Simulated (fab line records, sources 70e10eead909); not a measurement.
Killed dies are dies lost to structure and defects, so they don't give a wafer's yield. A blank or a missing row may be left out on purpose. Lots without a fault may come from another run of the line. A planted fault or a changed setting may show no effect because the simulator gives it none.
fab line records | flow nand_harc | part 2 of 2: steps 24 to 36 of 36
record lots=5 wafers=15 last_day=33
route steps=1302 shown A_SGD_CUT@896 A_SLIT@922
lots that met no fault: from a run of the same line without faults
start_h: hours from the record's first day to the start of the lot's first wafer shown | wait_h: hours since the lot's step before | " the same as in the row above | L1.1+2: a row that stands for several wafers | - no value, or no start given | * or withheld: withheld | < > ~ a bound
route shown NAME@n: a module of which the file shows steps, and the number in the route of the first | usual: mean/standard deviation of fault-free wafers | same: alike in all rows | chamber/n: place in a boat | sites: the reading at each site | _std_site: their standard deviation | _edge_site: outer sites' mean less inner sites' | radius_mm: how far each site lies from the wafer's centre | mask NAME#n: copy n | behind: the tool/chamber that last shaped the wafer | hold: why the lot was held/for how many hours/how that ended | device: the transistor (n, p or np) that didn't switch | end of line: the same wafers' tests at the end of the route | a step without rows: its recipe alone | killed: dies lost to structure and defects at the first sort, not the wafer's yield | map: a wafer's dies, x killed, . not, _ none there
set.NAME: the setting as run; set.NAME@STEP: as run at that earlier step | model.NAME: the simulator's own value behind a step, which no gauge read
lots at some steps of the route; a table a step, a row a wafer
services: from which hour (start_h, from the record's first day; less than 0 if before it) a tool's chamber was out of use, for how many hours, and why
## steps
# step NHARC_A_SGD_CUT_ETCHBACK_24
# recipe target_depth_a=500 over_etch_frac=0.3 time_s=92.857 ion_energy_ev=120 ch3f_flow_sccm=50 o2_flow_sccm=30 ar_flow_sccm=200 rf_w=500 bias_w=100 chemistry=CH3F/O2
# usual drypump_motor_current_A=5.4/0.54 oes_product_au=0.98/0.032 rf_vpp_V=245.0/1.5 showerhead_plenum_p_Torr=2.50/0.096 throttle_valve_pct=20.664/0.0091
# same over_etch_frac=0.3
# columns lot.wafer tool chamber start_h wait_h drypump_motor_current_A oes_product_au rf_hours_counter_h rf_vpp_V showerhead_plenum_p_Torr throttle_valve_pct
L074.2 rie_diel-10 1 457.72 0.1 6.4 0.99 1.8 247.6 2.51 20.668
L074.3 " 3 " " 4.7 0.98 1.7 245.5 2.54 20.665
L074.4 " 0 " " 5.5 0.98 1.9 244.4 2.44 20.664
L089.3 rie_diel-08 1 586.12 0.2 4.9 0.98 2.2 247.4 2.64 20.652
L089.2 " 2 " " 5.0 0.98 2.5 244.9 2.49 20.656
L089.6 " 0 " " 4.8 1.01 - 243.0 2.30 20.659
L091.1 rie_diel-08 1 622.70 0.2 4.9 0.99 5.1 247.0 2.63 20.671
L091.2 " 0 " " 4.8 1.02 4.7 242.8 2.30 20.683
L091.6 " 2 " " 5.0 0.99 - 244.5 2.49 20.672
L096.1 rie_diel-10 2 656.70 0.2 5.5 0.92 1.9 243.5 2.45 20.673
L096.5 " 1 " " 6.4 0.92 - 245.0 2.50 20.682
L096.6 " 2 " " 5.5 0.91 - 245.5 2.45 20.666
L097.1 rie_diel-10 2 672.06 0.2 5.6 0.99 2.9 243.6 2.45 20.656
L097.4 " 3 " " 4.7 1.01 2.9 245.7 2.54 20.650
L097.5 " 2 " " 5.6 0.99 - 245.4 2.45 20.653
# step NHARC_A_SGD_CUT_STRIP_28
# recipe time_s=20 o2_flow_sccm=500 ar_flow_sccm=0 bias_w=0 chemistry=O2
# usual drypump_motor_current_A=5.4/0.52 oes_product_au=0.996/0.012 rf_vpp_V=58.1/0.9 showerhead_plenum_p_Torr=3.58/0.13 throttle_valve_pct=17.036/0.0096
# columns lot.wafer tool chamber start_h wait_h drypump_motor_current_A oes_product_au rf_hours_counter_h rf_vpp_V showerhead_plenum_p_Torr throttle_valve_pct
L074.4 rie_diel-10 3 - - 4.7 0.985 1.8 58.4 3.64 17.039
L074.2 " 0 " " 5.5 0.987 2.0 58.8 3.50 17.043
L074.3 " 1 " " 6.4 0.980 1.9 58.2 3.59 17.017
L089.3 rie_diel-08 0 - - 4.8 1.016 1.7 56.4 3.32 17.022
L089.2 " 3 " " 5.7 1.015 2.7 58.3 3.64 17.036
L089.6 " 0 " " 4.8 1.017 - 56.7 3.31 17.044
L091.2 rie_diel-08 3 - - 5.8 1.003 5.8 58.3 3.64 17.021
L091.1 " 1 " " 4.9 0.986 5.1 58.7 3.77 17.029
L091.6 " 3 " " 5.7 1.013 - 56.9 3.64 17.023
L096.1 rie_diel-10 0 - - 5.5 0.985 2.1 57.5 3.50 17.026
L096.5 " 2 " " 5.6 0.999 - 57.3 3.51 17.035
L096.6 " 3 " " 4.8 0.992 - 59.2 3.64 17.052
L097.4 rie_diel-10 0 - - 5.5 0.966 3.4 57.5 3.50 17.028
L097.1 " 2 " " 5.5 0.985 3.0 57.8 3.51 17.015
L097.5 " 0 " " 5.5 0.978 - 55.9 3.50 17.040
# step NHARC_A_SGD_CUT_INSPECT_25
# usual raw_defect_count=372/82
# columns lot.wafer tool chamber start_h wait_h raw_defect_count
L074.2 defect_inspect-01 - 458.04 - 302
L074.3 " - " " 322
L074.4 " - " " 275
L089.2 defect_inspect-01 - 586.35 - 277
L089.3 " - " " 288
L089.6 " - " " 258
L091.1 defect_inspect-02 - 622.95 - 381
L091.2 " - " " 405
L091.6 " - " " 341
L096.1 defect_inspect-02 - 656.93 - 400
L096.5 " - " " 398
L096.6 " - " " 469
L097.1 defect_inspect-02 - 672.28 - 422
L097.4 " - " " 339
L097.5 " - " " 278
# step NHARC_A_SLIT_DEP_25
# recipe target_thk_a=2000 temp_c=400 pressure_torr=6.5 rf_w=900 teos_flow_sccm=161.4 flow_sccm=2650 target_thk_nm=200 gas=O2 material=SiO2
# usual heater_power_w=545/120 throttle_valve_pct=16.2/0.6
# columns lot.wafer tool chamber start_h wait_h heater_power_w throttle_valve_pct
L074.2 pecvd-03 2 458.24 0.2 614 16.8
L074.3 " 1 " " 405 16.3
L074.4 " 1 " " 434 16.4
L089.3 pecvd-03 1 586.47 0.1 504 15.6
L089.2 " 2 " " 596 16.1
L089.6 " 0 " " 795 16.9
L091.2 pecvd-01 0 623.02 0.1 660 15.7
L091.1 " 2 " " 288 16.0
L091.6 " 0 " " 511 16.3
L096.1 pecvd-04 0 657.04 0.1 518 15.2
L096.5 " 2 " " 550 15.4
L096.6 " 0 " " 529 15.5
L097.1 pecvd-04 1 672.43 0.1 622 15.1
L097.5 " 2 " " 518 15.7
L097.4 " 1 " " 477 14.9
# step NHARC_A_SLIT_DEP_00
# recipe target_thk_a=62000 temp_c=400 material=aC
# usual throttle_valve_pct=35.001/0.0085
# columns lot.wafer tool chamber start_h wait_h throttle_valve_pct
L074.2 acl_dep-01 0 460.42 - 35.001
L074.3 " 0 " " 35.007
L074.4 " 0 " " 34.987
L089.2 acl_dep-03 0 588.33 - 34.993
L089.3 " 0 " " 35.015
L089.6 " 0 590.84 - 35.005
L091.1 acl_dep-03 0 624.48 - 34.983
L091.2 " 0 " " 35.008
L091.6 " 0 627.62 - 34.998
L096.1 acl_dep-01 0 657.34 - 35.010
L096.5 " 0 659.83 - 35.007
L096.6 " 0 " " 34.997
L097.1 acl_dep-03 0 675.29 - 34.999
L097.4 " 0 677.17 - 35.005
L097.5 " 0 " " 35.004
# step NHARC_A_SLIT_DEP_23
# recipe target_thk_a=1000 target_thk_nm=100 temp_c=400 pressure_torr=3.5 flow_sccm=200 rf_w=350 material=SiON
# usual heater_power_w=740/110
# columns lot.wafer tool chamber start_h wait_h heater_power_w
L074.2 pecvd-01 0 463.60 2.6 791
L074.3 " 1 " " 696
L074.4 " 2 " " 611
L089.3 pecvd-04 0 591.49 1.9 628
L089.2 " 2 " " 800
L089.6 " 0 " " 652
L091.1 pecvd-04 1 628.27 3.2 798
L091.2 " 2 " " 708
L091.6 " 1 " " 776
L096.1 pecvd-03 0 661.13 3.2 1008
L096.6 " 2 " " 728
L096.5 " 1 " " 659
L097.1 pecvd-04 2 679.09 3.2 667
L097.5 " 2 " " 678
L097.4 " 0 " " 674
# step NHARC_A_SLIT_DEHYDRATE_01
# recipe temp_c=150 time_s=120
# columns lot.wafer tool chamber start_h wait_h
L074.2+3+4 litho_track-06 0 463.84 0.2
L089.2+3+6 litho_track-04 0 591.76 0.2
L091.1+2+6 litho_track-04 0 628.63 0.3
L096.1+5+6 litho_track-06 0 661.37 0.2
L097.1+4+5 litho_track-06 0 679.33 0.2
# step NHARC_A_SLIT_HMDS_02
# recipe time_s=30
# columns lot.wafer tool chamber start_h wait_h
L074.2+3+4 litho_track-06 0 - -
L089.2+3+6 litho_track-04 0 - -
L091.1+2+6 litho_track-04 0 - -
L096.1+5+6 litho_track-06 0 - -
L097.1+4+5 litho_track-06 0 - -
# step NHARC_A_SLIT_COAT_03
# recipe spin_rpm=1500 resist_thk_nm=90
# columns lot.wafer tool chamber start_h wait_h
L074.2+3+4 litho_track-06 0 - -
L089.2+3+6 litho_track-04 0 - -
L091.1+2+6 litho_track-04 0 - -
L096.1+5+6 litho_track-06 0 - -
L097.1+4+5 litho_track-06 0 - -
# step NHARC_A_SLIT_SOFTBAKE_04
# recipe temp_c=105 time_s=55
# columns lot.wafer tool chamber start_h wait_h
L074.2+3+4 litho_track-06 0 - -
L089.2+3+6 litho_track-04 0 - -
L091.1+2+6 litho_track-04 0 - -
L096.1+5+6 litho_track-06 0 - -
L097.1+4+5 litho_track-06 0 - -
# step NHARC_A_SLIT_EBR_05
# columns lot.wafer tool chamber start_h wait_h
L074.2+3+4 litho_track-06 0 - -
L089.2+3+6 litho_track-04 0 - -
L091.1+2+6 litho_track-04 0 - -
L096.1+5+6 litho_track-06 0 - -
L097.1+4+5 litho_track-06 0 - -
# step NHARC_A_SLIT_EXPOSE_06
# recipe na=1.35 dose_mj=60.82 mask_id=SLIT
# usual reticle_temp_C=22.98/0.098 stage_vel_mm_s=500.01/0.27
# columns lot.wafer tool chamber start_h wait_h mask reticle_temp_C stage_vel_mm_s
L074.2 arfi_scanner-02 0 463.99 - SLIT#0 23.05 499.77
L074.3 " 0 " " SLIT#0 23.25 499.70
L074.4 " 0 " " SLIT#0 23.11 499.62
L089.2 arfi_scanner-03 0 592.03 - SLIT#0 23.05 500.57
L089.3 " 0 " " SLIT#0 22.89 500.31
L089.6 " 0 " " SLIT#0 23.08 500.56
L091.1 arfi_scanner-01 0 628.96 - SLIT#0 22.80 499.79
L091.2 " 0 " " SLIT#0 22.88 499.76
L091.6 " 0 " " SLIT#0 22.94 499.81
L096.1 arfi_scanner-03 0 661.64 - SLIT#0 23.14 499.47
L096.5 " 0 " " SLIT#0 22.97 499.55
L096.6 " 0 " " SLIT#0 22.92 499.65
L097.1 arfi_scanner-02 0 679.59 - SLIT#0 23.08 499.79
L097.4 " 0 " " SLIT#0 22.90 499.59
L097.5 " 0 " " SLIT#0 23.13 499.41
# step NHARC_A_SLIT_PEB_07
# recipe peb_temp_c=100 peb_time_s=65
# columns lot.wafer tool chamber start_h wait_h
L074.2+3+4 litho_track-04 0 464.05 0.1
L089.2+3+6 litho_track-06 0 592.09 0.1
L091.1+2+6 litho_track-06 0 629.02 0.1
L096.1+5+6 litho_track-01 0 661.70 0.1
L097.1+4+5 litho_track-06 0 679.65 0.1
## services
# columns tool chamber start_h hours kind
cmp-02 - 428.50 4.0 pm
wet_bench-03 - 436.13 17.2 repair
wet_bench-06 - 436.71 3.8 repair
rie_diel-08 0 445.54 3.9 repair
fcvd-02 - 450.00 13.0 pm
pecvd-04 - 450.12 13.0 pm
cmp-02 - 452.40 1.7 repair
cmp-02 - 477.46 0.7 repair
furnace-08 - 478.43 26.0 pm
pecvd-04 - 480.12 1.9 repair
acl_dep-03 - 480.28 13.0 pm
litho_track-01 - 505.00 7.0 pm
litho_track-06 - 529.00 7.0 pm
arfi_scanner-03 - 540.00 4.0 pm
rie_diel-08 - 544.80 9.0 pm
wet_bench-06 - 545.64 8.0 pm
litho_track-04 - 553.00 7.0 pm
wet_bench-03 - 562.40 8.0 pm
rie_diel-10 - 596.50 9.0 pm
rie_diel-08 - 627.54 1.7 repair
rie_diel-08 1 630.71 1.6 repair
pecvd-04 - 631.12 13.0 pm
pecvd-04 1 660.52 4.8 repair
rie_diel-08 2 667.53 13.4 repair
